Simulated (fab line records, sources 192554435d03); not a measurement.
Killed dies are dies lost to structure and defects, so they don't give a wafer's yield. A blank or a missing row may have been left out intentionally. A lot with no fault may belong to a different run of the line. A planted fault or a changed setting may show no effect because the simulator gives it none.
fab line records	flow n5Finfet
record lots=6	wafers=18	lastDay=16
route steps=1938 shown BEOL_M11@1550 PASSIVATION@1936
lots that met no fault: taken from a fault-free run of the same line
startH: the number of hours between the record's first day and the start of the first shown wafer of the lot	waitH: hours from the lot's prior step to this one	" the same as in the row above	L1.1+2: a row that stands for several wafers	- no value, or no start was given	* or withheld: withheld	< > ~ a bound
route shown NAME@n: names a module that has steps shown in the file, with the first one's number in the route	usual: mean/standard deviation taken from wafers without a fault	same: alike in all rows	chamber/n: place in a boat	sites: the reading at each site	_std_site: their standard deviation	_edge_site: mean of outer sites minus mean of inner sites	radiusMm: for every site, how far away it sits from the centre of the wafer	mask NAME#n: copy n	behind: the last tool/chamber to shape the wafer	hold: why the lot went on hold/how many hours it stayed there/how the hold came to an end	device: the n, p or np transistor that did not switch	end of line: tests run on the same wafers once the route is complete	a step given without rows: its recipe and nothing more	killed: at the first sort, the dies lost to defects and structure; wafer yield is something else	map: per-die view of a wafer (x killed, . not killed, _ where there is no die)
set.NAME: the run value of the setting; set.NAME@STEP: its run value at that earlier step	model.NAME: the simulator's own value behind a step, which no gauge read
lots at some steps of the route; a table a step, a row a wafer
services: the hour from which a tool's chamber was out of use, counted from the record's first day as startH (under 0 if before that day), plus the number of hours and why
## steps
# step N5_BEOL_M11_OVL_MEAS_12
# recipe pointsPerWafer=44
# usual M11_OVL=-0.2/0.88
lot.wafer	tool	chamber	startH	waitH	M11_OVL[nm]
L854.1	overlay-02	0	236.15	0.0	1.4
L854.2	"	0	"	"	0.4
L854.6	"	0	"	"	0.6
L852.2	overlay-01	0	248.35	0.0	0.3
L852.4	"	0	"	"	-0.5
L852.6	"	0	"	"	-0.4
L860.3	overlay-02	0	270.96	0.0	-0.4
L860.5	"	0	"	"	-0.8
L860.6	"	0	"	"	-0.3
L862.3	overlay-02	0	289.57	0.0	-0.3
L862.5	"	0	"	"	-0.3
L862.6	"	0	"	"	-0.4
L870.1	overlay-02	0	334.96	0.0	-0.1
L870.3	"	0	"	"	-1.5
L870.6	"	0	"	"	0.4
L871.1	overlay-01	0	341.64	0.0	-2.2
L871.4	"	0	"	"	-1.0
L871.6	"	0	"	"	0.6
# step N5_BEOL_M11_INSPECT_13
# recipe mode=adi	inspectInstrument=brightfield
# usual rawDefectCount=411/90
lot.wafer	tool	chamber	startH	waitH	rawDefectCount
L854.1	defectInspect-02	-	236.17	0.0	368
L854.2	"	-	"	"	461
L854.6	"	-	"	"	317
L852.2	defectInspect-02	-	248.37	0.0	295
L852.4	"	-	"	"	289
L852.6	"	-	"	"	266
L860.3	defectInspect-01	-	270.99	0.0	455
L860.5	"	-	"	"	358
L860.6	"	-	"	"	426
L862.3	defectInspect-01	-	289.60	0.0	457
L862.5	"	-	"	"	424
L862.6	"	-	"	"	334
L870.1	defectInspect-02	-	334.98	0.0	486
L870.3	"	-	"	"	686
L870.6	"	-	"	"	373
L871.1	defectInspect-01	-	341.66	0.0	378
L871.4	"	-	"	"	469
L871.6	"	-	"	"	417
# step N5_BEOL_M11_DESCUM_16
# recipe chemistry=O2	timeS=7.9	sourcePowerW=50	biasPowerW=20	pressureMtorr=20	rfFrequencyHz=2.712e+07	tempC=40	resist=CAR-ArF	o2FlowSccm=225
# usual drypumpMotorCurrentA=5.9/0.54	oesProductAu=0.77/0.069	rfVppV=243.3/1.3	showerheadPlenumPTorr=2.10/0.068	throttleValvePct=20.44/0.26
lot.wafer	tool	chamber	startH	waitH	drypumpMotorCurrentA	oesProductAu	rfHoursCounterH	rfVppV	showerheadPlenumPTorr	throttleValvePct
L854.1	rieDiel-02	0	236.20	0.0	5.6	0.91	14	244.0	2.13	20.38
L854.2	"	2	"	"	6.2	0.87	35	245.1	2.22	20.22
L854.6	"	1	"	"	5.4	0.74	-	243.1	2.05	20.12
L852.2	rieDiel-04	1	248.47	0.1	5.0	0.84	52	243.7	2.16	20.62
L852.4	"	3	"	"	6.7	0.79	153	241.3	2.02	20.28
L852.6	"	0	"	"	6.2	0.72	-	244.1	2.15	20.48
L860.3	rieDiel-02	1	271.02	0.0	5.4	0.73	190	244.0	2.05	20.13
L860.5	"	2	"	"	6.2	0.85	-	246.4	2.21	20.23
L860.6	"	3	"	"	6.0	0.68	-	243.5	2.09	21.02
L862.3	rieDiel-04	1	289.63	0.0	5.0	0.81	68	244.6	2.15	20.68
L862.5	"	0	"	"	6.1	0.70	-	244.0	2.15	20.49
L862.6	"	3	"	"	6.7	0.77	-	242.0	2.01	20.33
L870.1	rieDiel-01	2	335.25	0.3	6.8	0.75	169	243.5	2.01	20.09
L870.3	"	1	"	"	6.4	0.82	92	243.7	2.11	20.67
L870.6	"	0	"	"	5.1	0.84	-	241.4	2.04	20.19
L871.1	rieDiel-04	1	341.87	0.2	5.0	0.79	84	244.1	2.15	20.69
L871.4	"	0	"	"	6.1	0.68	-	245.0	2.14	20.52
L871.6	"	3	"	"	6.6	0.76	-	242.2	2.01	20.34
# step N5_BEOL_M11_ETCH_61
# recipe chemistry=CF4	target=SiARC	targetDepthA=390	maskMaterial=CAR-ArF	timeS=65	ionEnergyEv=80	pressureMtorr=40	sourceW=545	biasW=36	Ar_flow_sccm=100	cf4FlowSccm=100	ends=cleared
# step N5_BEOL_M11_ETCH_62
# recipe chemistry=N2/H2	target=SOC	targetDepthA=1100	overetchA=220	maskMaterial=SiARC	tempC=40	timeS=165	ionEnergyEv=200	pressureMtorr=30	sourceW=840	biasW=150	n2FlowSccm=200	h2FlowSccm=200
# step N5_BEOL_M11_STRIP_68
# recipe chemistry=N2/H2	tempC=40	n2FlowSccm=200	h2FlowSccm=200	rfFrequencyHz=6e+07
# step N5_BEOL_M11_STRIP_67
# recipe chemistry=CF4	resist=SiARC	powerW=300	biasPowerW=75	pressureMtorr=50	cf4FlowSccm=150	rfFrequencyHz=6e+07
# step N5_BEOL_M11_HM_OPEN_17
# recipe chemistry=Cl2/BCl3	targetDepthA=200	overetchA=60	target=TiN	maskMaterial=SOC	ionEnergyEv=150	pressureMtorr=10	icpW=1000	biasW=126	Cl2_flow_sccm=53.25	bcl3FlowSccm=21.75	Ar_flow_sccm=25
# usual drypumpMotorCurrentA=5.78/0.27	mfcCl2Sccm=53.27/0.17	oesProductAu=0.66/0.036	throttleValvePct=22.2/0.36
lot.wafer	tool	chamber	startH	waitH	drypumpMotorCurrentA	mfcCl2Sccm	oesProductAu	rfHoursCounterH	throttleValvePct
L854.1	rieMetal-01	1	236.48	0.0	5.20	53.13	0.61	63	22.2
L854.2	"	0	"	"	5.93	53.31	0.68	41	21.7
L854.6	"	0	"	"	5.93	53.42	0.68	-	21.8
L852.2	rieMetal-01	1	248.74	0.0	5.28	53.60	0.61	65	22.2
L852.4	"	1	"	"	5.27	53.18	0.61	-	22.2
L852.6	"	0	"	"	5.94	53.00	0.66	-	21.8
L860.3	rieMetal-02	1	271.32	0.1	5.89	53.20	0.67	-	22.8
L860.5	"	1	"	"	5.88	53.20	0.66	-	22.8
L860.6	"	0	"	"	6.01	53.19	0.72	-	21.9
L862.3	rieMetal-02	1	289.93	0.1	5.86	53.49	0.67	-	22.8
L862.5	"	0	"	"	5.97	53.05	0.72	-	21.9
L862.6	"	1	"	"	5.88	53.14	0.66	-	22.8
L870.1	rieMetal-02	0	335.54	0.0	6.01	53.49	0.71	22	21.9
L870.3	"	1	"	"	5.87	53.12	0.66	-	22.8
L870.6	"	0	"	"	6.02	53.26	0.71	-	21.9
L871.1	rieMetal-03	1	342.14	0.0	5.82	53.02	0.67	53	22.3
L871.4	"	1	"	"	5.85	53.10	0.65	-	22.3
L871.6	"	1	"	"	5.83	52.96	0.67	-	22.3
# step N5_BEOL_M11_STRIP_19
# recipe chemistry=O2	powerW=400	tempC=40	pressureMtorr=30	rfFrequencyHz=6e+07	biasPowerW=0	overashFraction=0.2	o2FlowSccm=225
# usual drypumpMotorCurrentA=5.9/0.58	oesProductAu=0.78/0.068	rfVppV=3.6/0.62	showerheadPlenumPTorr=2.09/0.061	throttleValvePct=16.62/0.22
lot.wafer	tool	chamber	startH	waitH	drypumpMotorCurrentA	oesProductAu	rfHoursCounterH	rfVppV	showerheadPlenumPTorr	throttleValvePct
L854.1	rieDiel-02	1	236.59	0.1	5.3	0.73	178	2.6	2.06	16.49
L854.2	"	3	"	"	6.0	0.69	195	4.4	2.10	17.16
L854.6	"	1	"	"	5.4	0.73	-	3.6	2.06	16.49
L852.2	rieDiel-01	0	248.86	0.1	5.1	0.86	58	4.0	2.05	16.41
L852.4	"	2	"	"	6.8	0.77	-	2.9	2.02	16.35
L852.6	"	3	"	"	6.3	0.71	-	2.6	2.09	16.57
L860.3	rieDiel-01	0	271.40	0.1	5.1	0.86	66	2.9	2.05	16.42
L860.5	"	1	"	"	6.3	0.84	-	4.2	2.12	16.79
L860.6	"	2	"	"	6.8	0.77	-	3.2	2.02	16.35
L862.3	rieDiel-01	1	290.01	0.1	6.3	0.83	79	4.0	2.12	16.80
L862.5	"	1	"	"	6.4	0.84	-	3.3	2.12	16.80
L862.6	"	0	"	"	5.1	0.84	-	3.1	2.05	16.42
L870.1	rieDiel-02	2	335.68	0.1	6.2	0.84	63	3.1	2.21	16.50
L870.3	"	3	"	"	6.0	0.67	223	3.8	2.09	17.24
L870.6	"	2	"	"	6.2	0.84	-	3.7	2.21	16.50
L871.1	rieDiel-04	0	342.34	0.2	6.1	0.70	224	4.0	2.14	16.79
L871.4	"	3	"	"	6.7	0.76	-	3.5	2.01	16.61
L871.6	"	0	"	"	6.1	0.70	-	3.7	2.14	16.79
# step N5_BEOL_M11_CD_MEAS_18
# recipe pitchNm=140	targetCdNm=70
# usual cdNm=70.0/0.67
lot.wafer	tool	chamber	startH	waitH	cdNm
L854.1	cdSem-02	-	236.66	0.0	69.6
L854.2	"	-	"	"	69.9
L854.6	"	-	"	"	69.4
L852.2	cdSem-03	-	248.93	0.1	70.6
L852.4	"	-	"	"	70.3
L852.6	"	-	"	"	69.3
L860.3	cdSem-02	-	271.47	0.1	70.5
L860.5	"	-	"	"	68.7
L860.6	"	-	"	"	70.2
L862.3	cdSem-01	-	290.09	0.1	71.3
L862.5	"	-	"	"	69.5
L862.6	"	-	"	"	68.9
L870.1	cdSem-03	-	335.75	0.0	69.9
L870.3	"	-	"	"	70.6
L870.6	"	-	"	"	70.8
L871.1	cdSem-02	-	342.41	0.0	71.5
L871.4	"	-	"	"	69.3
L871.6	"	-	"	"	70.3
# step N5_BEOL_M11_COAT_63
# recipe resist=SOC	tempC=250	timeS=60	spinRpm=1500	resistThkNm=100
# step N5_BEOL_M11_COAT_64
# recipe resist=SiARC	tempC=220	timeS=60	spinRpm=1500	resistThkNm=30
# step N5_BEOL_M11_COAT_22
# recipe resist=CAR-ArF	spinRpm=1500	resistThkNm=90
# usual spinSpeedRpm=1499.8/0.94
lot.wafer	tool	chamber	startH	waitH	spinSpeedRpm	model.CAR-ArF_of_BEOL_M11_COAT_22.thkNm
L854.1	lithoTrack-04	0	236.76	-	1499.7	90.2
L854.2	"	0	"	"	1500.4	90
L854.6	"	0	"	"	1501.4	90.4
L852.2	lithoTrack-05	0	249.27	-	1498.4	90.4
L852.4	"	0	"	"	1499.4	90.2
L852.6	"	0	"	"	1499.4	90.4
L860.3	lithoTrack-05	0	271.62	-	1595.9	87
L860.5	"	0	"	"	1595.8	87.4
L860.6	"	0	"	"	1596.6	87.2
L862.3	lithoTrack-05	0	292.32	-	1595.9	87.8
L862.5	"	0	"	"	1598.0	87.6
L862.6	"	0	"	"	1595.9	87.6
L870.1	lithoTrack-04	0	336.09	-	1501.5	90.4
L870.3	"	0	"	"	1500.1	90
L870.6	"	0	"	"	1500.5	90.2
L871.1	lithoTrack-04	0	346.11	-	1499.1	90.2
L871.4	"	0	"	"	1499.2	90.6
L871.6	"	0	"	"	1499.8	90.2
# step N5_BEOL_M11_EBR_24
# recipe solvent=PGMEA	ebrWidthMm=1.5
# step N5_BEOL_M11_SOFTBAKE_23
# recipe tempC=110	timeS=60	resist=CAR-ArF
# step N5_BEOL_M11_EXPOSE_25
# recipe maskId=V10	na=1.35	sourceShape=annular	sigmaInner=0.5	sigmaOuter=0.8	polarization=unpolarized	doseMj=85.5
# step N5_BEOL_M11_PEB_26
# recipe pebTempC=withheld	pebTimeS=60	resist=CAR-ArF
# step N5_BEOL_M11_DEVELOP_27
# recipe developTimeS=30	developer=TMAH	resist=CAR-ArF	rinseLiquid=diw	dry=airSpin	devTempC=23
# step N5_BEOL_M11_CD_MEAS_28
# recipe targetCdNm=70	landingEnergyEv=500	detector=seInlens	polarity=opening
# usual cdNm=70.0/1.3
lot.wafer	tool	chamber	startH	waitH	cdNm
L854.1	cdSem-02	0	237.13	-	69.1
L854.2	"	0	"	"	70.8
L854.6	"	0	"	"	70.7
L852.2	cdSem-02	0	249.52	-	72.0
L852.4	"	0	"	"	70.9
L852.6	"	0	"	"	71.4
L860.3	cdSem-01	0	271.86	-	71.8
L860.5	"	0	"	"	71.0
L860.6	"	0	"	"	71.1
L862.3	cdSem-01	0	292.57	-	67.7
L862.5	"	0	"	"	71.2
L862.6	"	0	"	"	69.2
L870.1	cdSem-02	0	336.46	-	69.4
L870.3	"	0	"	"	69.1
L870.6	"	0	"	"	70.6
L871.1	cdSem-01	0	346.48	-	66.3
L871.4	"	0	"	"	68.3
L871.6	"	0	"	"	67.9
# step N5_BEOL_M11_OVL_MEAS_29
# recipe pointsPerWafer=44
# usual V10_OVL=-0.1/0.72
lot.wafer	tool	chamber	startH	waitH	V10_OVL[nm]
L854.1	overlay-01	0	237.16	0.0	1.1
L854.2	"	0	"	"	0.2
L854.6	"	0	"	"	-0.1
L852.2	overlay-01	0	249.54	0.0	-0.4
L852.4	"	0	"	"	-0.3
L852.6	"	0	"	"	0.5
L860.3	overlay-01	0	271.89	0.0	0.2
L860.5	"	0	"	"	0.4
L860.6	"	0	"	"	-0.6
L862.3	overlay-02	0	292.60	0.0	-0.4
L862.5	"	0	"	"	-0.7
L862.6	"	0	"	"	-0.3
L870.1	overlay-01	0	336.49	0.0	0.0
L870.3	"	0	"	"	0.7
L870.6	"	0	"	"	0.0
L871.1	overlay-01	0	346.51	0.0	0.3
L871.4	"	0	"	"	0.0
L871.6	"	0	"	"	-0.3
# step N5_BEOL_M11_INSPECT_30
# recipe mode=adi	inspectInstrument=brightfield
# usual rawDefectCount=417/91
lot.wafer	tool	chamber	startH	waitH	rawDefectCount
L854.1	defectInspect-02	-	237.18	0.0	370
L854.2	"	-	"	"	471
L854.6	"	-	"	"	315
L852.2	defectInspect-01	-	249.57	0.0	266
L852.4	"	-	"	"	267
L852.6	"	-	"	"	253
L860.3	defectInspect-02	-	271.92	0.0	505
L860.5	"	-	"	"	423
L860.6	"	-	"	"	465
L862.3	defectInspect-02	-	292.62	0.0	499
L862.5	"	-	"	"	489
L862.6	"	-	"	"	369
L870.1	defectInspect-01	-	336.52	0.0	447
L870.3	"	-	"	"	588
L870.6	"	-	"	"	343
L871.1	defectInspect-02	-	346.53	0.0	421
L871.4	"	-	"	"	534
L871.6	"	-	"	"	483
# step N5_BEOL_M11_DESCUM_33
# recipe chemistry=O2	timeS=7.9	sourcePowerW=50	biasPowerW=20	pressureMtorr=20	rfFrequencyHz=2.712e+07	tempC=40	resist=CAR-ArF	o2FlowSccm=225
# usual drypumpMotorCurrentA=5.9/0.57	oesProductAu=0.77/0.065	rfVppV=242.9/1.4	showerheadPlenumPTorr=2.08/0.064	throttleValvePct=20.40/0.24
lot.wafer	tool	chamber	startH	waitH	drypumpMotorCurrentA	oesProductAu	rfHoursCounterH	rfVppV	showerheadPlenumPTorr	throttleValvePct
L854.1	rieDiel-01	0	237.82	0.6	5.1	0.87	54	242.2	2.05	20.15
L854.2	"	1	"	"	6.4	0.86	61	244.3	2.12	20.60
L854.6	"	0	"	"	5.1	0.87	-	243.7	2.05	20.15
L852.2	rieDiel-02	1	249.60	0.0	5.3	0.73	183	243.3	2.05	20.14
L852.4	"	3	"	"	6.0	0.68	200	243.0	2.10	20.99
L852.6	"	2	"	"	6.2	0.86	-	245.7	2.22	20.23
L860.3	rieDiel-01	0	272.16	0.2	5.1	0.86	66	241.7	2.05	20.20
L860.5	"	3	"	"	6.2	0.72	-	242.2	2.09	20.31
L860.6	"	2	"	"	6.8	0.77	-	241.5	2.01	20.08
L862.3	rieDiel-04	2	292.66	0.0	5.8	0.72	204	240.7	2.00	20.43
L862.5	"	0	"	"	6.1	0.71	-	245.6	2.15	20.50
L862.6	"	1	"	"	5.0	0.82	-	244.5	2.15	20.67
L870.1	rieDiel-02	3	336.55	0.0	6.0	0.66	224	241.9	2.09	21.03
L870.3	"	2	"	"	6.2	0.83	63	244.5	2.21	20.27
L870.6	"	2	"	"	6.2	0.83	-	244.7	2.21	20.26
L871.1	rieDiel-01	3	346.57	0.0	6.3	0.69	230	243.0	2.08	20.35
L871.4	"	2	"	"	6.8	0.74	172	240.8	2.00	20.09
L871.6	"	0	"	"	5.1	0.82	-	244.8	2.04	20.20
# step N5_BEOL_M11_ETCH_65
# recipe chemistry=CF4	target=SiARC	targetDepthA=390	maskMaterial=CAR-ArF	timeS=65	ionEnergyEv=80	pressureMtorr=40	sourceW=545	biasW=36	Ar_flow_sccm=100	cf4FlowSccm=100	ends=cleared
# usual cf4FlowSccm=100.01/0.3	drypumpMotorCurrentA=5.9/0.57	etchRfOnTimeS=65.6/2.6	oesProductAu=0.66/0.059	rfVppV=183.8/1.1	showerheadPlenumPTorr=2.13/0.064	throttleValvePct=15.55/0.19
lot.wafer	tool	chamber	startH	waitH	cf4FlowSccm	drypumpMotorCurrentA	etchRfOnTimeS	oesProductAu	rfHoursCounterH	rfVppV	showerheadPlenumPTorr	throttleValvePct	model.CAR-ArF_of_BEOL_M11_COAT_22.thkNm
L854.1	rieDiel-01	0	237.85	0.0	100.04	5.1	62.1	0.73	54	182.2	2.08	15.25	55.8
L854.2	"	1	"	"	99.70	6.3	66.7	0.72	61	185.9	2.17	15.66	55.6
L854.6	"	0	"	"	99.91	5.1	62.2	0.74	-	181.8	2.08	15.25	55.8
L852.2	rieDiel-02	1	249.64	0.0	99.91	5.3	64.2	0.63	183	184.1	2.13	15.64	55.8
L852.4	"	3	"	"	99.94	6.0	68.2	0.58	200	186.0	2.13	16.03	55.8
L852.6	"	2	"	"	100.09	6.2	63.6	0.73	-	183.8	2.27	15.43	55.8
L860.3	rieDiel-01	0	272.19	0.0	100.14	5.1	63.2	0.72	66	182.2	2.08	15.26	52.4
L860.5	"	3	"	"	99.65	6.2	68.0	0.60	-	184.3	2.11	15.39	52.8
L860.6	"	2	"	"	99.69	6.8	64.2	0.65	-	182.9	2.07	15.35	52.6
L862.3	rieDiel-04	2	292.69	0.0	100.42	5.8	68.5	0.59	204	182.4	2.04	15.58	53.4
L862.5	"	0	"	"	100.16	6.1	69.9	0.58	-	185.1	2.21	15.77	53.2
L862.6	"	1	"	"	99.99	5.0	63.9	0.72	-	185.7	2.17	15.53	52.8
L870.1	rieDiel-02	3	336.58	0.0	99.37	6.0	67.6	0.57	224	184.1	2.12	16.07	55.8
L870.3	"	2	"	"	99.96	6.2	63.2	0.71	63	186.2	2.26	15.46	55.6
L870.6	"	2	"	"	100.04	6.2	63.5	0.71	-	185.1	2.26	15.48	55.6
L871.1	rieDiel-01	3	346.60	0.0	99.85	6.3	68.3	0.58	230	184.3	2.10	15.45	55.8
L871.4	"	2	"	"	99.76	6.8	64.9	0.63	172	181.4	2.06	15.39	56
L871.6	"	0	"	"	99.77	5.1	62.9	0.69	-	182.0	2.07	15.31	55.8
# step N5_BEOL_M11_ETCH_66
# recipe chemistry=N2/H2	target=SOC	targetDepthA=1200	overetchA=240	maskMaterial=SiARC	tempC=40	timeS=180	ionEnergyEv=200	pressureMtorr=30	sourceW=840	biasW=150	n2FlowSccm=200	h2FlowSccm=200
# usual drypumpMotorCurrentA=5.9/0.57	oesProductAu=0.62/0.048	rfVppV=523.4/2.4	showerheadPlenumPTorr=2.52/0.083	throttleValvePct=17.77/0.23
lot.wafer	tool	chamber	startH	waitH	drypumpMotorCurrentA	oesProductAu	rfHoursCounterH	rfVppV	showerheadPlenumPTorr	throttleValvePct
L854.1	rieDiel-01	0	237.90	0.0	5.1	0.69	54	522.7	2.47	17.55
L854.2	"	1	"	"	6.4	0.70	61	525.4	2.57	17.86
L854.6	"	0	"	"	5.1	0.68	-	521.1	2.47	17.57
L852.2	rieDiel-02	1	249.69	0.0	5.3	0.59	183	523.9	2.53	17.79
L852.4	"	3	"	"	6.0	0.57	200	523.9	2.51	18.12
L852.6	"	2	"	"	6.2	0.68	-	528.0	2.68	17.55
L860.3	rieDiel-01	0	272.24	0.0	5.1	0.67	66	520.1	2.47	17.59
L860.5	"	3	"	"	6.3	0.59	-	523.6	2.49	17.39
L860.6	"	2	"	"	6.8	0.61	-	521.2	2.46	17.65
L862.3	rieDiel-04	2	292.74	0.0	5.7	0.58	204	520.8	2.42	17.75
L862.5	"	0	"	"	6.1	0.57	-	525.5	2.64	18.13
L862.6	"	1	"	"	5.0	0.68	-	525.8	2.60	17.99
L870.1	rieDiel-02	3	336.63	0.0	6.0	0.55	224	522.5	2.50	18.18
L870.3	"	2	"	"	6.2	0.66	63	527.4	2.67	17.59
L870.6	"	2	"	"	6.2	0.66	-	528.2	2.67	17.59
L871.1	rieDiel-01	3	346.65	0.0	6.3	0.57	230	521.8	2.48	17.43
L871.4	"	2	"	"	6.8	0.60	173	520.0	2.45	17.68
L871.6	"	0	"	"	5.1	0.65	-	523.1	2.46	17.62
# step N5_PASSIVATION_PROBE_49
# usual defectLimitedYield=91.3/1.4	killed_at_M0_to_M3=32/9.5	killed_at_M4_up=14/5.2	killedAtContacts=13/5.7	killedAtFrontEnd=41/12	killedAtOther=3.5/2.6	killedDies=103/17	killedOpen=68/14	killedShort=32/7	sort_bin_5_function=5.0/0.91	sort_bin_6_memory=3.3/0.7	sort_bin_8_speed=0.03/0.22	sortNPass=1076/17	sortYieldPct=91.2/1.4
# same grossDies=1180	killedAtBackSide=0	sort_bin_4_leakage[%]=0
lot.wafer	tool	chamber	startH	waitH	defectLimitedYield[%]	killed_at_M0_to_M3	killed_at_M4_up	killedAtContacts	killedAtFrontEnd	killedAtOther	killedDies	killedOpen	killedShort	sort_bin_5_function[%]	sort_bin_6_memory[%]	sort_bin_8_speed[%]	sortNPass	sortYieldPct[%]
L860.3	prober-01	-	314.72	0.1	92.3	28	11	17	32	3	91	59	32	4.7	2.9	0	1089	92.3
L860.5	prober-01	-	314.82	0.2	92.0	37	6	15	29	7	94	68	26	4.5	3.2	0	1086	92.0
L860.6	prober-01	-	314.87	0.3	92.0	22	13	12	45	2	94	49	41	3.8	3.4	0	1086	92.0
L870.1	prober-01	-	373.19	0.0	93.1	25	9	1	34	12	81	48	24	3.5	2.6	0	1099	93.1
L870.3	prober-01	-	373.29	0.1	89.0	40	14	20	51	5	130	94	34	7.3	3.3	0	1050	89.0
L870.6	prober-01	-	373.44	0.3	93.4	21	11	8	33	5	78	48	28	3.9	2.3	0.17	1100	93.2
# killed by level:class
L860.3 MOL_CONTACT_COAG:geometricParticle:open=15 BEOL_M1:geometricParticle:open=10 FIN_SAQP:geometricParticle:open=9 GATE_CUT:geometricParticle:short=5 BEOL_M0:geometricParticle:open=4 BEOL_M3:geometricParticle:open=4 BEOL_M4:geometricParticle:open=4 STARTING-WAFER:geometricParticle:short=4
L860.5 MOL_CONTACT_COAG:geometricParticle:open=14 BEOL_M0:geometricParticle:open=10 FIN_SAQP:geometricParticle:open=9 BEOL_M0_SAQP:geometricParticle:short=7 BEOL_M0_SAQP:geometricParticle:open=7 FIN_SAQP:geometricParticle:short=6 GATE_CUT:geometricParticle:short=5 BEOL_M1:geometricParticle:open=4
L860.6 GATE_CUT:geometricParticle:short=10 MOL_CONTACT_COAG:geometricParticle:open=9 FIN_SAQP:geometricParticle:short=8 FIN_SAQP:geometricParticle:open=7 BEOL_M4:geometricParticle:open=7 BEOL_M1:geometricParticle:open=4 BEOL_M1:geometricParticle:short=4 BEOL_M2:geometricParticle:open=4
L870.1 STI_FIN_REVEAL:geometricParticle:open=8 HKMG_FIN:areaEtch=7 BEOL_M2:geometricParticle:open=6 MIM_TOP_ETCH:geometricParticle:short=5 FIN_SAQP:geometricParticle:open=4 BEOL_M0_SAQP:geometricParticle:short=4 BEOL_M1:geometricParticle:open=4 BEOL_M3:geometricParticle:open=4
L870.3 MOL_CONTACT_COAG:geometricParticle:open=17 FIN_SAQP:geometricParticle:open=16 FIN_SAQP:geometricParticle:short=10 BEOL_M0_SAQP:geometricParticle:open=10 BEOL_M0_SAQP:geometricParticle:short=9 STI_FIN_REVEAL:geometricParticle:open=8 BEOL_M2:geometricParticle:open=8 BEOL_M3:geometricParticle:open=4
L870.6 FIN_SAQP:geometricParticle:open=8 MOL_CONTACT_COAG:geometricParticle:open=7 BEOL_M2:geometricParticle:open=7 BEOL_M1:geometricParticle:open=6 FIN_SAQP:geometricParticle:short=5 STI_FIN_REVEAL:geometricParticle:open=5 GATE_CUT:geometricParticle:short=4 BEOL_M0_SAQP:geometricParticle:short=4
## services
tool	chamber	startH	hours	kind
rieDiel-01	2	220.07	16.1	repair
rieMetal-01	-	225.67	1.5	repair
lithoTrack-04	-	260.47	-	consumableReplace:filter
rieDiel-02	0	264.59	16.2	repair
rieDiel-02	-	271.50	14.6	pm
rieMetal-01	-	281.69	1.1	repair
rieDiel-04	1	310.45	4.1	repair
rieMetal-03	0	323.04	36.5	repair
## key
firstSign step=N5_BEOL_M11_COAT_22	reading=spinSpeedRpm	direction=up	sigmas=99+	usual=*	struck=*
effect none on later readings
modelEffect step=N5_BEOL_M11_COAT_22	value=CAR-ArF_of_BEOL_M11_COAT_22.thkNm	without=90.2	struck=87.43
modelEffect step=N5_BEOL_M11_ETCH_65	value=CAR-ArF_of_BEOL_M11_COAT_22.thkNm	without=55.67	struck=52.87
metAt N5_BEOL_M11_COAT_22
struckWafers L860.3,L860.5,L860.6,L862.3,L862.5,L862.6
onsetBetween 249.27 271.62
fault kind=processParameterDrift	tool=lithoTrack-05	chamber=-	onsetH=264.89	steps=N5_BEOL_M11_COAT_22	channel=spinRpm	offset=*	shape=step	endH=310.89	actsIn=*	stated=*
